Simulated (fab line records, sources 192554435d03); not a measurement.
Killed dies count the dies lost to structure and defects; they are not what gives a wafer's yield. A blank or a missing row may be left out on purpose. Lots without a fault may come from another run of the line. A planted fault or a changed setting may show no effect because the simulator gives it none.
fab line records	flow n5Finfet
record lots=24	wafers=72	lastDay=17
route steps=1938 shown BEOL_M1@803 BEOL_M2@841
lots that met no fault: taken from a fault-free run of the same line
startH: start of the lot's first displayed wafer, in hours after the record's first day	waitH: hours from the lot's prior step to this one	" same as the row above	L1.1+2: a single row standing in for several wafers	- no value, or no start was given	* or withheld: withheld	< > ~ a bound
route shown NAME@n: NAME is a module with steps in the file, n the number in the route of the first one	usual: the fault-free wafers' mean and standard deviation	same: alike in all rows	chamber/n: place in a boat	sites: the reading at each site	_std_site: the standard deviation of these	_edge_site: inner sites' mean taken away from outer sites' mean	radiusMm: how far each site lies from the wafer's centre	mask NAME#n: copy n	behind: the tool/chamber that last shaped the wafer	hold: cause of the lot's hold/its duration in hours/its outcome	device: transistor that didn't switch, given as n, p or np	end of line: tests run on the same wafers once the route is complete	for a step that has no rows: nothing shown but its recipe	killed: dies lost to structure and defects at the first sort, not the wafer's yield	map: a wafer's dies, marking killed ones x, the rest . and places with no die _
set.NAME: the setting that was run; set.NAME@STEP: the one run at that earlier step	model.NAME: the simulator's own value behind a step, which no gauge read
route steps across a sampled set of lots; one table per step, one row per wafer
services: a tool's chamber out of use, with start hour (startH, from the record's first day; less than 0 if before it), hours out, and reason
## steps
# step N5_BEOL_M1_OCD_MEAS_38
# usual trenchDepthNm=54.9/0.75
lot.wafer	tool	chamber	startH	waitH	trenchDepthNm
L074.2	ocd-01	-	121.39	-	55.6
L074.3	"	-	"	"	54.4
L074.5	"	-	"	"	55.1
L075.1	ocd-01	-	138.71	-	55.4
L075.3	"	-	"	"	55.7
L075.5	"	-	"	"	54.2
L076.1	ocd-01	-	142.09	-	55.6
L076.4	"	-	"	"	55.8
L076.6	"	-	"	"	56.2
L077.2	ocd-02	-	142.31	-	54.9
L077.5	"	-	"	"	53.0
L077.6	"	-	"	"	54.8
L078.1	ocd-02	-	142.37	-	55.8
L078.2	"	-	"	"	55.7
L078.4	"	-	"	"	54.5
L079.1	ocd-02	-	148.29	-	55.6
L079.2	"	-	"	"	55.8
L079.5	"	-	"	"	55.2
L081.2	ocd-01	-	163.61	-	54.0
L081.4	"	-	"	"	54.6
L081.5	"	-	"	"	55.1
L080.2	ocd-01	-	167.19	-	55.5
L080.3	"	-	"	"	53.3
L080.4	"	-	"	"	54.6
L082.1	ocd-01	-	170.55	-	55.2
L082.3	"	-	"	"	54.7
L082.6	"	-	"	"	54.7
L083.1	ocd-02	-	181.40	-	55.5
L083.2	"	-	"	"	54.7
L083.3	"	-	"	"	55.5
L084.2	ocd-01	-	186.18	-	54.9
L084.5	"	-	"	"	54.6
L084.6	"	-	"	"	54.6
L085.1	ocd-01	-	194.07	-	53.0
L085.4	"	-	"	"	54.0
L085.5	"	-	"	"	53.3
L086.2	ocd-01	-	201.46	-	54.8
L086.4	"	-	"	"	54.2
L086.6	"	-	"	"	54.3
L087.1	ocd-01	-	212.08	-	53.8
L087.3	"	-	"	"	55.9
L087.5	"	-	"	"	53.8
L088.1	ocd-01	-	217.28	-	54.3
L088.2	"	-	"	"	55.3
L088.4	"	-	"	"	54.2
L089.2	ocd-02	-	219.99	-	55.4
L089.3	"	-	"	"	54.9
L089.5	"	-	"	"	55.3
L090.2	ocd-01	-	225.06	-	55.5
L090.3	"	-	"	"	54.5
L090.4	"	-	"	"	54.6
L091.3	ocd-02	-	232.22	-	54.4
L091.4	"	-	"	"	54.3
L091.6	"	-	"	"	54.8
L092.1	ocd-01	-	234.34	-	54.4
L092.2	"	-	"	"	55.5
L092.5	"	-	"	"	54.0
L093.4	ocd-01	-	239.44	-	56.2
L093.5	"	-	"	"	54.4
L093.6	"	-	"	"	56.4
L094.2	ocd-02	-	246.03	-	54.2
L094.3	"	-	"	"	54.5
L094.4	"	-	"	"	54.7
L095.1	ocd-02	-	249.56	-	55.6
L095.4	"	-	"	"	55.1
L095.5	"	-	"	"	54.2
L096.1	ocd-01	-	259.59	-	55.7
L096.2	"	-	"	"	54.5
L096.6	"	-	"	"	54.7
L097.1	ocd-02	-	262.91	-	55.3
L097.3	"	-	"	"	53.7
L097.5	"	-	"	"	55.6
# step N5_BEOL_M1_ANNEAL_49
# recipe tempC=400	timeS=240	ambient=vacuum
# usual heaterPowerW=881/120	susceptor_temp_C_max=400.9/0.4
lot.wafer	tool	chamber	startH	waitH	heaterPowerW	susceptor_temp_C_max
L074.2	pvdSputter-03	-	123.63	0.0	768	401.8
L074.3	"	-	"	"	786	400.8
L074.5	"	-	"	"	815	400.5
L075.1	pvdSputter-01	-	140.16	0.0	646	400.7
L075.3	"	-	"	"	843	400.3
L075.5	"	-	"	"	1079	400.7
L076.1	pvdSputter-03	-	142.91	0.0	748	401.2
L076.4	"	-	"	"	892	401.4
L076.6	"	-	"	"	762	401.6
L077.2	pvdSputter-01	-	143.17	0.0	826	401.1
L077.5	"	-	"	"	833	401.0
L077.6	"	-	"	"	1082	401.5
L078.1	pvdSputter-02	-	143.37	0.0	1011	400.3
L078.2	"	-	"	"	801	401.0
L078.4	"	-	"	"	1035	400.5
L079.1	pvdSputter-03	-	149.90	0.0	897	401.3
L079.2	"	-	"	"	787	401.8
L079.5	"	-	"	"	1014	400.9
L081.2	pvdSputter-02	-	165.18	0.0	802	401.0
L081.4	"	-	"	"	806	400.6
L081.5	"	-	"	"	1022	400.5
L080.2	pvdSputter-02	-	168.78	0.0	814	401.0
L080.3	"	-	"	"	1024	400.7
L080.4	"	-	"	"	815	400.6
L082.1	pvdSputter-02	-	171.75	0.0	1012	400.9
L082.3	"	-	"	"	793	400.5
L082.6	"	-	"	"	797	400.4
L083.1	pvdSputter-03	-	182.81	0.0	772	402.2
L083.2	"	-	"	"	898	401.2
L083.3	"	-	"	"	1032	401.1
L084.2	pvdSputter-01	-	187.36	0.0	652	400.7
L084.5	"	-	"	"	848	400.5
L084.6	"	-	"	"	829	401.1
L085.1	pvdSputter-02	-	195.15	0.0	799	400.5
L085.4	"	-	"	"	808	400.6
L085.5	"	-	"	"	1003	401.0
L086.2	pvdSputter-01	-	202.47	0.0	817	401.3
L086.4	"	-	"	"	843	400.5
L086.6	"	-	"	"	827	400.7
L087.1	pvdSputter-03	-	215.31	0.0	775	401.7
L087.3	"	-	"	"	978	400.5
L087.5	"	-	"	"	762	401.8
L088.1	pvdSputter-03	-	218.35	0.0	861	401.7
L088.2	"	-	"	"	758	401.3
L088.4	"	-	"	"	1024	400.4
L089.2	pvdSputter-01	-	222.49	0.0	1067	400.5
L089.3	"	-	"	"	835	400.8
L089.5	"	-	"	"	651	401.5
L090.2	pvdSputter-01	-	226.02	0.0	1069	400.9
L090.3	"	-	"	"	825	401.1
L090.4	"	-	"	"	668	400.1
L091.3	pvdSputter-01	-	233.29	0.0	852	401.2
L091.4	"	-	"	"	815	400.8
L091.6	"	-	"	"	1084	401.0
L092.1	pvdSputter-03	-	235.68	0.0	897	401.2
L092.2	"	-	"	"	777	401.2
L092.5	"	-	"	"	792	400.4
L093.4	pvdSputter-02	-	240.60	0.0	805	400.4
L093.5	"	-	"	"	1028	400.5
L093.6	"	-	"	"	1027	400.6
L094.2	pvdSputter-02	-	247.68	0.0	1018	400.9
L094.3	"	-	"	"	804	401.0
L094.4	"	-	"	"	821	400.6
L095.1	pvdSputter-02	-	250.66	0.0	1032	400.6
L095.4	"	-	"	"	797	400.9
L095.5	"	-	"	"	821	400.7
L096.1	pvdSputter-02	-	262.81	0.0	830	400.4
L096.2	"	-	"	"	1037	400.6
L096.6	"	-	"	"	1008	400.8
L097.1	pvdSputter-01	-	264.29	0.0	811	401.0
L097.3	"	-	"	"	1094	401.0
L097.5	"	-	"	"	810	401.1
# step N5_BEOL_M1_ANNEAL_89
# recipe tempC=400	timeS=240	ambient=vacuum
# usual heaterPowerW=884/120	susceptor_temp_C_max=400.8/0.37
lot.wafer	tool	chamber	startH	waitH	heaterPowerW	susceptor_temp_C_max
L074.2	pvdSputter-03	-	124.51	0.0	766	401.6
L074.3	"	-	"	"	812	400.6
L074.5	"	-	"	"	785	400.6
L075.1	pvdSputter-01	-	141.04	0.0	658	400.6
L075.3	"	-	"	"	830	401.2
L075.5	"	-	"	"	1117	401.0
L076.1	pvdSputter-03	-	143.79	0.0	753	401.0
L076.4	"	-	"	"	863	401.4
L076.6	"	-	"	"	789	401.2
L077.2	pvdSputter-01	-	144.05	0.0	837	400.5
L077.5	"	-	"	"	821	401.0
L077.6	"	-	"	"	1095	400.8
L078.1	pvdSputter-02	-	144.25	0.0	1012	400.7
L078.2	"	-	"	"	812	400.7
L078.4	"	-	"	"	1028	400.9
L079.1	pvdSputter-03	-	150.78	0.0	879	401.7
L079.2	"	-	"	"	774	401.1
L079.5	"	-	"	"	1014	401.0
L081.2	pvdSputter-02	-	166.06	0.0	808	400.9
L081.4	"	-	"	"	848	400.8
L081.5	"	-	"	"	999	400.4
L080.2	pvdSputter-02	-	169.66	0.0	803	400.9
L080.3	"	-	"	"	1021	400.3
L080.4	"	-	"	"	791	400.6
L082.1	pvdSputter-02	-	175.19	0.0	1038	400.9
L082.3	"	-	"	"	825	400.6
L082.6	"	-	"	"	829	400.5
L083.1	pvdSputter-03	-	183.69	0.0	756	401.5
L083.2	"	-	"	"	878	401.6
L083.3	"	-	"	"	994	400.4
L084.2	pvdSputter-01	-	188.24	0.0	647	400.5
L084.5	"	-	"	"	837	400.4
L084.6	"	-	"	"	808	401.2
L085.1	pvdSputter-02	-	196.03	0.0	798	400.5
L085.4	"	-	"	"	814	401.0
L085.5	"	-	"	"	1005	400.4
L086.2	pvdSputter-01	-	203.35	0.0	802	401.0
L086.4	"	-	"	"	836	400.6
L086.6	"	-	"	"	825	400.4
L087.1	pvdSputter-03	-	216.19	0.0	789	400.8
L087.3	"	-	"	"	1014	400.8
L087.5	"	-	"	"	766	401.5
L088.1	pvdSputter-03	-	219.23	0.0	899	401.7
L088.2	"	-	"	"	760	401.6
L088.4	"	-	"	"	1001	400.7
L089.2	pvdSputter-01	-	223.37	0.0	1078	400.9
L089.3	"	-	"	"	849	400.8
L089.5	"	-	"	"	658	400.9
L090.2	pvdSputter-01	-	226.90	0.0	1086	399.9
L090.3	"	-	"	"	803	400.9
L090.4	"	-	"	"	642	400.7
L091.3	pvdSputter-01	-	234.17	0.0	840	400.6
L091.4	"	-	"	"	803	401.4
L091.6	"	-	"	"	1058	401.0
L092.1	pvdSputter-03	-	236.56	0.0	884	401.7
L092.2	"	-	"	"	786	401.1
L092.5	"	-	"	"	800	400.8
L093.4	pvdSputter-02	-	241.48	0.0	829	400.3
L093.5	"	-	"	"	1027	400.5
L093.6	"	-	"	"	1034	400.7
L094.2	pvdSputter-02	-	248.56	0.0	1005	400.4
L094.3	"	-	"	"	801	400.5
L094.4	"	-	"	"	811	400.6
L095.1	pvdSputter-02	-	251.54	0.0	1029	400.8
L095.4	"	-	"	"	842	400.8
L095.5	"	-	"	"	821	401.1
L096.1	pvdSputter-02	-	263.69	0.0	814	400.9
L096.2	"	-	"	"	1013	400.4
L096.6	"	-	"	"	1046	400.4
L097.1	pvdSputter-01	-	265.17	0.0	825	401.4
L097.3	"	-	"	"	1092	400.8
L097.5	"	-	"	"	819	401.2
# step N5_BEOL_M2_ILD_DEP_00
# recipe material=SiOC	targetThkA=790	tempC=350	precursor=DEMS/O2	pressureTorr=5	rfW=500	timeS=15.3
# usual heaterPowerW=481/50	showerheadPlenumPTorr=5.696/0.014	throttleValvePct=12.3/0.85
lot.wafer	tool	chamber	startH	waitH	heaterPowerW	showerheadPlenumPTorr	throttleValvePct
L074.2	pecvd-03	0	126.75	0.0	467	5.672	12.2
L074.3	"	1	"	"	495	5.709	12.0
L074.5	"	0	"	"	471	5.678	11.9
L075.1	pecvd-03	2	143.13	0.0	466	5.700	11.5
L075.3	"	0	"	"	436	5.686	12.3
L075.5	"	1	"	"	417	5.711	11.9
L076.1	pecvd-03	0	145.70	0.0	429	5.674	12.5
L076.4	"	2	"	"	474	5.692	11.5
L076.6	"	0	"	"	429	5.696	12.3
L077.2	pecvd-01	1	145.96	0.0	490	5.711	14.1
L077.5	"	0	"	"	473	5.669	12.5
L077.6	"	2	"	"	537	5.711	11.5
L078.1	pecvd-01	0	146.17	0.0	501	5.688	12.8
L078.2	"	1	"	"	468	5.694	13.9
L078.4	"	0	"	"	499	5.687	12.9
L079.1	pecvd-03	1	153.25	0.0	473	5.709	12.1
L079.2	"	0	"	"	450	5.675	12.2
L079.5	"	1	"	"	476	5.717	11.7
L081.2	pecvd-01	0	167.97	0.0	504	5.684	13.0
L081.4	"	0	"	"	398	5.667	12.7
L081.5	"	2	"	"	496	5.695	11.8
L080.2	pecvd-01	1	171.63	0.0	477	5.706	14.3
L080.3	"	2	"	"	483	5.697	11.7
L080.4	"	1	"	"	499	5.711	14.2
L082.1	pecvd-03	0	177.14	0.0	474	5.685	12.3
L082.3	"	2	"	"	457	5.712	11.6
L082.6	"	0	"	"	460	5.686	12.6
L083.1	pecvd-03	0	185.73	0.0	451	5.666	12.1
L083.2	"	2	"	"	441	5.691	11.3
L083.3	"	1	"	"	511	5.718	11.7
L084.2	pecvd-01	2	190.17	0.0	553	5.721	11.8
L084.5	"	0	"	"	450	5.671	12.8
L084.6	"	1	"	"	576	5.700	14.0
L085.1	pecvd-02	2	197.94	0.0	406	5.689	10.9
L085.4	"	2	"	"	409	5.681	10.8
L085.5	"	0	"	"	591	5.683	12.5
L086.2	pecvd-03	1	205.38	0.0	521	5.707	12.0
L086.4	"	1	"	"	512	5.712	11.8
L086.6	"	0	"	"	403	5.676	12.3
L087.1	pecvd-01	0	218.11	0.0	495	5.674	12.9
L087.3	"	1	"	"	562	5.708	14.1
L087.5	"	1	"	"	569	5.719	14.3
L088.1	pecvd-03	2	221.39	0.0	461	5.709	11.6
L088.2	"	0	"	"	471	5.664	12.1
L088.4	"	0	"	"	479	5.673	12.3
L089.2	pecvd-01	2	225.28	0.0	513	5.702	11.7
L089.3	"	0	"	"	456	5.693	12.8
L089.5	"	0	"	"	476	5.668	13.0
L090.2	pecvd-01	0	228.83	0.0	463	5.682	12.6
L090.3	"	1	"	"	531	5.690	13.7
L090.4	"	1	"	"	526	5.702	14.0
L091.3	pecvd-02	1	236.36	0.0	385	5.704	11.9
L091.4	"	1	"	"	381	5.719	11.9
L091.6	"	2	"	"	425	5.683	10.7
L092.1	pecvd-02	2	238.61	0.0	434	5.690	10.7
L092.2	"	0	"	"	586	5.702	12.8
L092.5	"	1	"	"	397	5.705	12.0
L093.4	pecvd-03	0	243.41	0.1	419	5.681	12.2
L093.5	"	2	"	"	489	5.704	11.6
L093.6	"	1	"	"	470	5.719	12.0
L094.2	pecvd-03	1	250.55	0.0	489	5.716	11.8
L094.3	"	2	"	"	434	5.710	11.8
L094.4	"	1	"	"	498	5.713	11.8
L095.1	pecvd-01	0	253.51	0.0	456	5.675	12.8
L095.4	"	1	"	"	462	5.696	13.7
L095.5	"	0	"	"	449	5.691	12.9
L096.1	pecvd-01	2	265.65	0.0	451	5.710	11.9
L096.2	"	1	"	"	569	5.714	13.9
L096.6	"	0	"	"	456	5.679	12.6
L097.1	pecvd-01	1	267.08	0.0	538	5.700	14.1
L097.3	"	0	"	"	471	5.671	12.6
L097.5	"	0	"	"	479	5.687	12.9
# step N5_BEOL_M2_THK_MEAS_01
# recipe reads=SiOC_of_BEOL_M2_ILD_DEP_00
# usual M2_ILD_THK=78.7/0.93
lot.wafer	tool	chamber	startH	waitH	M2_ILD_THK[nm]
L074.2	filmMetro-01	-	126.82	0.1	78.4
L074.3	"	-	"	"	78.2
L074.5	"	-	"	"	79.0
L075.1	filmMetro-02	-	143.19	0.0	78.6
L075.3	"	-	"	"	77.9
L075.5	"	-	"	"	79.4
L076.1	filmMetro-01	-	145.77	0.0	77.7
L076.4	"	-	"	"	80.3
L076.6	"	-	"	"	79.2
L077.2	filmMetro-02	-	146.03	0.1	78.0
L077.5	"	-	"	"	79.0
L077.6	"	-	"	"	77.7
L078.1	filmMetro-01	-	146.23	0.0	78.0
L078.2	"	-	"	"	78.4
L078.4	"	-	"	"	80.0
L079.1	filmMetro-01	-	153.32	0.0	77.3
L079.2	"	-	"	"	78.0
L079.5	"	-	"	"	79.5
L081.2	filmMetro-02	-	168.04	0.1	78.2
L081.4	"	-	"	"	79.2
L081.5	"	-	"	"	79.0
L080.2	filmMetro-02	-	171.70	0.1	77.4
L080.3	"	-	"	"	77.4
L080.4	"	-	"	"	79.3
L082.1	filmMetro-01	-	177.20	0.0	77.6
L082.3	"	-	"	"	77.8
L082.6	"	-	"	"	77.5
L083.1	filmMetro-01	-	185.80	0.0	78.1
L083.2	"	-	"	"	78.9
L083.3	"	-	"	"	78.9
L084.2	filmMetro-02	-	190.23	0.1	77.6
L084.5	"	-	"	"	79.1
L084.6	"	-	"	"	79.4
L085.1	filmMetro-02	-	198.02	0.1	78.8
L085.4	"	-	"	"	80.0
L085.5	"	-	"	"	79.8
L086.2	filmMetro-02	-	205.45	0.1	78.6
L086.4	"	-	"	"	79.9
L086.6	"	-	"	"	79.9
L087.1	filmMetro-02	-	218.18	0.0	78.1
L087.3	"	-	"	"	78.2
L087.5	"	-	"	"	78.2
L088.1	filmMetro-02	-	221.46	0.0	78.4
L088.2	"	-	"	"	77.2
L088.4	"	-	"	"	79.3
L089.2	filmMetro-02	-	225.37	0.1	79.2
L089.3	"	-	"	"	79.9
L089.5	"	-	"	"	80.3
L090.2	filmMetro-02	-	228.90	0.1	79.4
L090.3	"	-	"	"	77.9
L090.4	"	-	"	"	79.0
L091.3	filmMetro-02	-	236.43	0.1	78.3
L091.4	"	-	"	"	79.8
L091.6	"	-	"	"	78.5
L092.1	filmMetro-02	-	238.68	0.0	77.3
L092.2	"	-	"	"	78.2
L092.5	"	-	"	"	79.9
L093.4	filmMetro-02	-	243.46	0.0	78.9
L093.5	"	-	"	"	80.2
L093.6	"	-	"	"	80.3
L094.2	filmMetro-01	-	250.62	0.1	77.4
L094.3	"	-	"	"	78.1
L094.4	"	-	"	"	78.8
L095.1	filmMetro-02	-	253.57	0.0	79.0
L095.4	"	-	"	"	79.0
L095.5	"	-	"	"	80.3
L096.1	filmMetro-02	-	265.72	0.0	77.2
L096.2	"	-	"	"	77.2
L096.6	"	-	"	"	79.4
L097.1	filmMetro-01	-	267.15	0.0	76.8
L097.3	"	-	"	"	78.0
L097.5	"	-	"	"	79.4
# step N5_BEOL_M2_HM_OPEN_17
# recipe chemistry=Cl2/BCl3	targetDepthA=200	overetchA=60	target=TiN	maskMaterial=SOC	ionEnergyEv=150	pressureMtorr=10	icpW=1000	biasW=126	Cl2_flow_sccm=53.25	bcl3FlowSccm=21.75	Ar_flow_sccm=25
# usual drypumpMotorCurrentA=5.8/0.61	mfcCl2Sccm=53.26/0.17	oesProductAu=0.61/0.097	throttleValvePct=22.24/0.22
lot.wafer	tool	chamber	startH	waitH	drypumpMotorCurrentA	mfcCl2Sccm	oesProductAu	rfHoursCounterH	throttleValvePct
L074.2	rieMetal-01	1	127.78	0.0	5.5	53.11	0.69	34	22.01
L074.3	"	0	"	"	5.9	53.23	0.51	-	22.14
L074.5	"	0	"	"	5.9	53.20	0.52	-	22.13
L075.1	rieMetal-03	1	145.81	0.0	4.8	53.26	0.53	109	22.40
L075.3	"	0	"	"	6.7	53.28	0.60	-	22.24
L075.5	"	0	"	"	6.7	53.13	0.59	-	22.26
L076.1	rieMetal-01	1	146.90	0.0	5.5	53.14	0.68	35	22.01
L076.4	"	0	"	"	5.9	53.13	0.51	-	22.15
L076.6	"	1	"	"	5.5	53.04	0.69	-	22.03
L077.2	rieMetal-03	0	147.03	0.0	6.7	53.03	0.60	78	22.27
L077.5	"	0	"	"	6.7	53.26	0.59	-	22.26
L077.6	"	1	"	"	4.8	53.18	0.54	-	22.36
L078.1	rieMetal-03	1	149.29	0.0	4.8	53.40	0.53	110	22.36
L078.2	"	0	"	"	6.7	53.12	0.60	78	22.24
L078.4	"	0	"	"	6.7	53.09	0.60	-	22.23
L079.1	rieMetal-02	0	155.83	0.0	5.9	53.29	0.56	86	22.40
L079.2	"	1	"	"	6.3	53.50	0.57	89	22.68
L079.5	"	1	"	"	6.3	53.51	0.57	-	22.66
L081.2	rieMetal-01	0	169.10	0.0	5.9	53.50	0.50	130	22.11
L081.4	"	1	"	"	5.5	53.45	0.68	-	22.04
L081.5	"	1	"	"	5.5	53.36	0.69	-	22.04
L080.2	rieMetal-03	0	173.25	0.0	6.6	53.47	0.60	80	22.27
L080.3	"	0	"	"	6.7	53.43	0.59	-	22.26
L080.4	"	1	"	"	4.8	53.21	0.53	-	22.38
L082.1	rieMetal-02	1	179.15	0.0	6.3	53.05	0.57	91	22.66
L082.3	"	0	"	"	5.9	53.18	0.56	-	22.38
L082.6	"	0	"	"	5.9	53.20	0.56	-	22.40
L083.1	rieMetal-03	0	187.30	0.0	6.7	53.26	0.60	81	22.25
L083.2	"	1	"	"	4.8	53.40	0.53	113	22.38
L083.3	"	1	"	"	4.8	53.18	0.53	-	22.36
L084.2	rieMetal-02	1	192.75	0.0	6.3	53.22	0.57	91	22.64
L084.5	"	1	"	"	6.3	53.13	0.57	-	22.65
L084.6	"	0	"	"	5.9	53.32	0.56	-	22.39
L085.1	rieMetal-03	0	199.78	0.0	6.7	53.13	0.58	82	22.27
L085.4	"	1	"	"	4.8	53.21	0.53	-	22.39
L085.5	"	1	"	"	4.8	53.57	0.53	-	22.38
L086.2	rieMetal-01	1	206.50	0.0	5.5	53.45	0.67	41	22.03
L086.4	"	1	"	"	5.5	53.55	0.66	-	22.06
L086.6	"	1	"	"	5.5	53.43	0.67	-	22.04
L087.1	rieMetal-03	1	219.63	0.0	4.8	53.42	0.53	116	22.37
L087.3	"	0	"	"	6.7	53.23	0.59	-	22.26
L087.5	"	0	"	"	6.7	52.93	0.58	-	22.28
L088.1	rieMetal-02	1	224.09	0.0	6.3	53.88	0.56	94	22.65
L088.2	"	0	"	"	5.9	53.33	0.56	91	22.40
L088.4	"	1	"	"	6.2	53.37	0.57	-	22.64
L089.2	rieMetal-01	0	226.44	0.0	5.9	53.13	0.86	0	21.88
L089.3	"	0	"	"	5.9	53.21	0.84	-	21.92
L089.5	"	0	"	"	5.9	53.28	0.85	-	21.91
L090.2	rieMetal-01	0	231.21	0.0	5.9	53.08	0.83	0	21.90
L090.3	"	1	"	"	5.5	53.18	0.66	-	22.05
L090.4	"	0	"	"	5.9	53.40	0.84	-	21.91
L091.3	rieMetal-01	1	238.98	0.1	5.5	52.95	0.65	-	22.07
L091.4	"	0	"	"	5.9	53.30	0.82	-	21.90
L091.6	"	0	"	"	5.9	53.35	0.81	-	21.91
L092.1	rieMetal-01	1	240.61	0.0	5.5	53.14	0.66	45	22.07
L092.2	"	0	"	"	5.9	53.42	0.83	1	21.91
L092.5	"	0	"	"	5.9	53.53	0.84	-	21.90
L093.4	rieMetal-03	0	244.50	0.1	6.6	52.90	0.58	-	22.27
L093.5	"	1	"	"	4.8	53.21	0.52	-	22.38
L093.6	"	0	"	"	6.7	53.02	0.58	-	22.28
L094.2	rieMetal-02	0	252.93	0.0	5.9	53.34	0.55	94	22.39
L094.3	"	1	"	"	6.3	53.28	0.56	-	22.68
L094.4	"	0	"	"	5.9	53.40	0.55	-	22.41
L095.1	rieMetal-01	0	254.66	0.0	5.9	53.57	0.82	2	21.89
L095.4	"	1	"	"	5.5	53.45	0.66	-	22.06
L095.5	"	1	"	"	5.5	53.42	0.65	-	22.06
L096.1	rieMetal-03	1	267.10	0.0	4.8	53.38	0.52	120	22.39
L096.2	"	0	"	"	6.7	53.04	0.57	88	22.28
L096.6	"	0	"	"	6.7	53.21	0.57	-	22.27
L097.1	rieMetal-01	1	268.05	0.0	5.5	53.11	0.65	47	22.06
L097.3	"	0	"	"	5.9	53.43	0.81	-	21.90
L097.5	"	1	"	"	5.5	53.36	0.66	-	22.06
## services
tool	chamber	startH	hours	kind
pecvd-01	0	103.81	5.3	repair
pecvd-01	2	119.08	2.1	scheduledDown
pvdSputter-03	-	121.68	0.6	repair
pvdSputter-02	-	124.42	3.5	repair
rieMetal-03	-	129.27	2.8	pm
pecvd-02	-	136.08	14.6	pm
rieMetal-02	0	136.10	2.2	repair
pecvd-03	-	141.25	0.5	repair
pecvd-02	0	153.68	4.6	repair
pecvd-03	0	160.72	5.5	scheduledDown
pecvd-02	1	192.94	5.5	scheduledDown
rieMetal-01	0	209.94	-	clean
rieMetal-01	0	209.94	16.2	scheduledDown
rieMetal-01	0	209.94	16.2	ventCycle
pecvd-01	1	224.34	2.1	scheduledDown
pecvd-03	2	237.15	4.5	repair
## key
fault none
